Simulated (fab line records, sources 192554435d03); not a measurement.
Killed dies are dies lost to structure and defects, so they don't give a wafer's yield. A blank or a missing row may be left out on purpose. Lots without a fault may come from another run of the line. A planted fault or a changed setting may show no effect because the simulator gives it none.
Which tool did it? | flow n5_finfet | 10 lots, 28 wafers sampled, at 5 steps of a route of 1938

WHAT THE GAUGES READ, wafer by wafer
The record holds no reading of a measuring or inspecting step that can be judged against a usual standard deviation.

WHICH TOOL RAN EACH LOT (tool, then ch and the chambers of the sampled wafers, then the start)
lot  | N5_BEOL_M9_ALD_74                   | N5_PASSIVATION_PECVD_35         | N5_PASSIVATION_PASS_ETCH_47        | N5_PASSIVATION_STRIP_48            | N5_PASSIVATION_PROBE_49
L456 | ald_metal-01 ch 0,2,3, day 10 04:53 | pecvd-02 ch 1,2, day 12 13:01   | rie_diel-04 ch 1,2, day 12 13:52   | rie_diel-04 ch 1,2, day 12 14:23   | -
L460 | ald_metal-03 ch 0,1,3, day 11 22:02 | pecvd-01 ch 0,1, day 14 05:19   | rie_diel-04 ch 1,3, day 14 05:52   | rie_diel-04 ch 1,3, day 14 06:23   | prober-01, day 14 08:55
L461 | ald_metal-04 ch 1,3, day 12 11:28   | pecvd-04 ch 0,1,2, day 14 15:13 | rie_diel-04 ch 1,2,3, day 14 16:18 | rie_diel-04 ch 1,2,3, day 14 16:49 | prober-01, day 14 19:19
L467 | ald_metal-03 ch 0,1, day 13 05:29   | pecvd-04 ch 0,2, day 15 16:53   | rie_diel-04 ch 0,1,3, day 15 17:34 | rie_diel-04 ch 0,1,3, day 15 18:05 | -
L469 | ald_metal-03 ch 1,3, day 13 14:01   | pecvd-04 ch 0,1, day 16 05:01   | rie_diel-01 ch 0,2, day 16 05:41   | rie_diel-01 ch 0,2, day 16 06:13   | prober-02, day 16 08:45
L472 | ald_metal-03 ch 1,2,3, day 14 17:46 | pecvd-02 ch 0,2, day 16 23:17   | rie_diel-06 ch 1,3, day 16 23:50   | rie_diel-06 ch 1,3, day 17 00:22   | prober-01, day 17 02:58
L473 | ald_metal-03 ch 1,2, day 14 20:17   | pecvd-01 ch 0,1,2, day 16 23:56 | rie_diel-04 ch 1,2, day 17 00:59   | rie_diel-04 ch 1,2, day 17 01:30   | prober-01, day 17 04:02
L475 | ald_metal-03 ch 0,2, day 15 09:01   | pecvd-04 ch 0,2, day 17 15:20   | rie_diel-01 ch 0,2, day 17 16:04   | rie_diel-01 ch 0,2, day 17 16:35   | prober-01, day 17 19:05
L477 | ald_metal-03 ch 0,3, day 16 02:53   | pecvd-01 ch 0,2, day 18 12:10   | rie_diel-06 ch 3, day 18 12:43     | rie_diel-06 ch 3, day 18 13:14     | prober-01, day 18 15:49
L478 | ald_metal-01 ch 0,2,3, day 16 06:04 | pecvd-04 ch 1,2, day 18 18:09   | rie_diel-01 ch 1,2,3, day 18 18:50 | rie_diel-01 ch 1,2,3, day 18 19:21 | -
- N5_BEOL_M9_ALD_74: deposits TaN, target thk 2 nm, pulse time 2 s, purge time 3 s.
- N5_PASSIVATION_PECVD_35: deposits SiNx from SiH4/NH3/N2, target thk 700 nm, time 151.3 s.
- N5_PASSIVATION_PASS_ETCH_47: etches SiNx in CF4/O2, target depth 770 nm, time 385 s.
- N5_PASSIVATION_STRIP_48: strips in O2.
- N5_PASSIVATION_PROBE_49

WHAT THE TOOLS THEMSELVES READ (means of the sampled wafers that have a number; where no wafer has one, the mark that the record gives instead)
N5_BEOL_M9_ALD_74. Usual: heater_power_w 433 W, standard deviation 31.
lot  | tool         | heater_power_w (W) | flag
L456 | ald_metal-01 | 463                |
L460 | ald_metal-03 | 404                |
L461 | ald_metal-04 | 422                |
L467 | ald_metal-03 | 436                |
L469 | ald_metal-03 | 442                |
L472 | ald_metal-03 | 430                |
L473 | ald_metal-03 | 441                |
L475 | ald_metal-03 | 410                |
L477 | ald_metal-03 | 382                |
L478 | ald_metal-01 | 456                |

N5_PASSIVATION_PECVD_35. Usual: heater_power_w 378 W, standard deviation 86; showerhead_plenum_p_Torr 8.68 Torr, standard deviation 0.053; throttle_valve_pct 29.5 %, standard deviation 1.5.
lot  | tool     | heater_power_w (W) | showerhead_plenum_p_Torr (Torr) | throttle_valve_pct (%) | flag
L456 | pecvd-02 | 349                | 8.64                            | 30.5                   |
L460 | pecvd-01 | 486                | 8.63                            | 28.8                   |
L461 | pecvd-04 | 376                | 8.71                            | 29.9                   |
L467 | pecvd-04 | 379                | 8.74                            | 29.1                   |
L469 | pecvd-04 | 405                | 8.69                            | 30.9                   |
L472 | pecvd-02 | 316                | 8.66                            | 29.4                   |
L473 | pecvd-01 | 469                | 8.68                            | 28.7                   |
L475 | pecvd-04 | 404                | 8.72                            | 29.2                   |
L477 | pecvd-01 | 384                | 8.72                            | 28.5                   |
L478 | pecvd-04 | 387                | 8.71                            | 28.2                   |

N5_PASSIVATION_PASS_ETCH_47. Usual: bias_w 49.01 W, standard deviation 0.14; chamber_pressure_mTorr 40.00 mTorr, standard deviation 0.034; drypump_motor_current_A 5.7 A, standard deviation 0.42; oes_product_au 0.81 a.u., standard deviation 0.072; rf_vpp_V 239 V, standard deviation 7.3; showerhead_plenum_p_Torr 2.19 Torr, standard deviation 0.064; throttle_valve_pct 15.77 %, standard deviation 0.16.
lot  | tool        | bias_w (W) | chamber_pressure_mTorr (mTorr) | drypump_motor_current_A (A) | oes_product_au (a.u.) | rf_vpp_V (V) | showerhead_plenum_p_Torr (Torr) | throttle_valve_pct (%) | flag
L456 | rie_diel-04 | 49.03      | 39.99                          | 5.9                         | 0.81                  | 247          | 2.23                            | 15.74                  |
L460 | rie_diel-04 | 48.93      | 39.99                          | 5.3                         | 0.81                  | 238          | 2.16                            | 15.88                  |
L461 | rie_diel-04 | 49.05      | 39.99                          | 5.7                         | 0.77                  | 239          | 2.18                            | 15.84                  |
L467 | rie_diel-04 | 48.83      | 40.00                          | 5.7                         | 0.79                  | 240          | 2.16                            | 15.85                  |
L469 | rie_diel-01 | 48.92      | 40.00                          | 5.4                         | 0.78                  | 236          | 2.17                            | 15.81                  |
L472 | rie_diel-06 | 48.92      | 39.99                          | 5.9                         | 0.80                  | 231          | 2.24                            | 15.85                  |
L473 | rie_diel-04 | 48.91      | 39.97                          | 5.9                         | 0.89                  | 242          | 2.19                            | 15.54                  |
L475 | rie_diel-01 | 49.09      | 40.02                          | 5.4                         | 0.76                  | 238          | 2.20                            | 15.84                  |
L477 | rie_diel-06 | 48.94      | 39.96                          | 5.1                         | 0.77                  | 232          | 2.13                            | 16.01                  |
L478 | rie_diel-01 | 49.04      | 40.01                          | 5.7                         | 0.82                  | 240          | 2.13                            | 15.75                  |

N5_PASSIVATION_STRIP_48. Usual: chamber_pressure_mTorr 30.00 mTorr, standard deviation 0.15; drypump_motor_current_A 5.7 A, standard deviation 0.42; oes_product_au 0.81 a.u., standard deviation 0.075; rf_vpp_V 4.0 V, standard deviation 2.6; showerhead_plenum_p_Torr 2.08 Torr, standard deviation 0.07; throttle_valve_pct 16.55 %, standard deviation 0.22.
lot  | tool        | chamber_pressure_mTorr (mTorr) | drypump_motor_current_A (A) | oes_product_au (a.u.) | rf_vpp_V (V) | showerhead_plenum_p_Torr (Torr) | throttle_valve_pct (%) | flag
L456 | rie_diel-04 | 29.90                          | 5.9                         | 0.82                  | 5.7          | 2.12                            | 16.53                  |
L460 | rie_diel-04 | 30.14                          | 5.4                         | 0.81                  | 4.8          | 2.05                            | 16.71                  |
L461 | rie_diel-04 | 30.03                          | 5.7                         | 0.76                  | 5.2          | 2.08                            | 16.67                  |
L467 | rie_diel-04 | 30.05                          | 5.6                         | 0.79                  | 4.6          | 2.04                            | 16.62                  |
L469 | rie_diel-01 | 29.96                          | 5.5                         | 0.78                  | 2.9          | 2.09                            | 16.68                  |
L472 | rie_diel-06 | 29.86                          | 5.9                         | 0.80                  | 5.1          | 2.16                            | 16.79                  |
L473 | rie_diel-04 | 30.16                          | 6.0                         | 0.88                  | 2.3          | 2.09                            | 16.41                  |
L475 | rie_diel-01 | 30.01                          | 5.4                         | 0.76                  | 3.9          | 2.11                            | 16.77                  |
L477 | rie_diel-06 | 29.79                          | 5.1                         | 0.78                  | 3.1          | 2.03                            | 16.81                  |
L478 | rie_diel-01 | 29.98                          | 5.7                         | 0.80                  | 4.3          | 2.02                            | 16.52                  |

N5_PASSIVATION_PROBE_49. Usual: defect_limited_yield 91.1 %, standard deviation 1.4; killed_at_M0_to_M3 34, standard deviation 9.7; killed_at_M4_up 13, standard deviation 5.1; killed_at_contacts 14, standard deviation 6.3; killed_at_front_end 40, standard deviation 11; killed_at_other 3.5, standard deviation 2.7; killed_dies 105, standard deviation 16; killed_on_rim 13, standard deviation 4.1; killed_open 70, standard deviation 12; killed_short 34, standard deviation 7.8; sort_bin_4_leakage 0.02 %, standard deviation 0.13; sort_bin_5_function 5.2 %, standard deviation 0.88; sort_bin_6_memory 3.3 %, standard deviation 0.7; sort_bin_8_speed 0.1 %, standard deviation 0.62; sort_n_pass 1074, standard deviation 17; sort_yield_pct 91.0 %, standard deviation 1.5.
lot  | tool      | defect_limited_yield (%) | killed_at_M0_to_M3 | killed_at_M4_up | killed_at_contacts | killed_at_front_end | killed_at_other | killed_dies | killed_on_rim | killed_open | killed_short | sort_bin_4_leakage (%) | sort_bin_5_function (%) | sort_bin_6_memory (%) | sort_bin_8_speed (%) | sort_n_pass | sort_yield_pct (%) | flag
L460 | prober-01 | 90.6                     | 34                 | 12              | 18                 | 44                  | 3.7             | 111         | 17            | 70          | 39           | 0.00                   | 5.0                     | 4.1                   | 0.0                  | 1069        | 90.6               |
L461 | prober-01 | 90.1                     | 42                 | 16              | 24                 | 31                  | 3.7             | 117         | 15            | 80          | 36           | 0.00                   | 5.9                     | 3.8                   | 0.0                  | 1063        | 90.1               |
L469 | prober-02 | 91.8                     | 34                 | 12              | 12                 | 37                  | 2.3             | 97          | 12            | 66          | 28           | 0.00                   | 4.8                     | 3.3                   | 0.0                  | 1083        | 91.8               |
L472 | prober-01 | 90.1                     | 33                 | 12              | 21                 | 44                  | 7.0             | 117         | 14            | 75          | 35           | 0.03                   | 5.8                     | 3.3                   | 0.0                  | 1063        | 90.0               |
L473 | prober-01 | 91.8                     | 29                 | 10              | 17                 | 37                  | 5.0             | 97          | 10            | 58          | 38           | 0.00                   | 4.6                     | 3.2                   | 0.0                  | 1083        | 91.8               |
L475 | prober-01 | 86.8                     | 34                 | 70              | 4                  | 44                  | 3.0             | 156         | 20            | 63          | 36           | 0.00                   | 8.0                     | 3.9                   | 0.0                  | 1024        | 86.8               | OFF
L477 | prober-01 | 85.6                     | 27                 | 77              | 8                  | 54                  | 4.0             | 170         | 26            | 78          | 36           | 0.00                   | 9.2                     | 3.9                   | 0.0                  | 1010        | 85.6               | OFF

THE ANSWER, worked out from the rows above alone
Rule: a lot is off if the mean of its wafers that have a number lies more than 3 standard deviations from the usual mean. A lot without any number at a reading at which 4 lots or more have one is off too. The other lots that the step has rows for count as sound. The gauges are gone through in route order, then the tools' own readings, and for those a lot's mean is taken as printed above. The first step at which some lot is off is used, and at that step the reading that is off furthest; a lot without a number counts as furthest.
Off: L475, L477, at N5_PASSIVATION_PROBE_49 (killed_at_M4_up). Neither off nor sound, because the step has no rows for them: L456, L467, L478.
A tool fits if, at that step or a process step before it, it ran every lot that is off, and no sound lot after the first of them. Can't be told from this: 2 tools fit, ald_metal-03 at N5_BEOL_M9_ALD_74, prober-01 at N5_PASSIVATION_PROBE_49.

WHAT THE SIMULATOR HAD PUT IN
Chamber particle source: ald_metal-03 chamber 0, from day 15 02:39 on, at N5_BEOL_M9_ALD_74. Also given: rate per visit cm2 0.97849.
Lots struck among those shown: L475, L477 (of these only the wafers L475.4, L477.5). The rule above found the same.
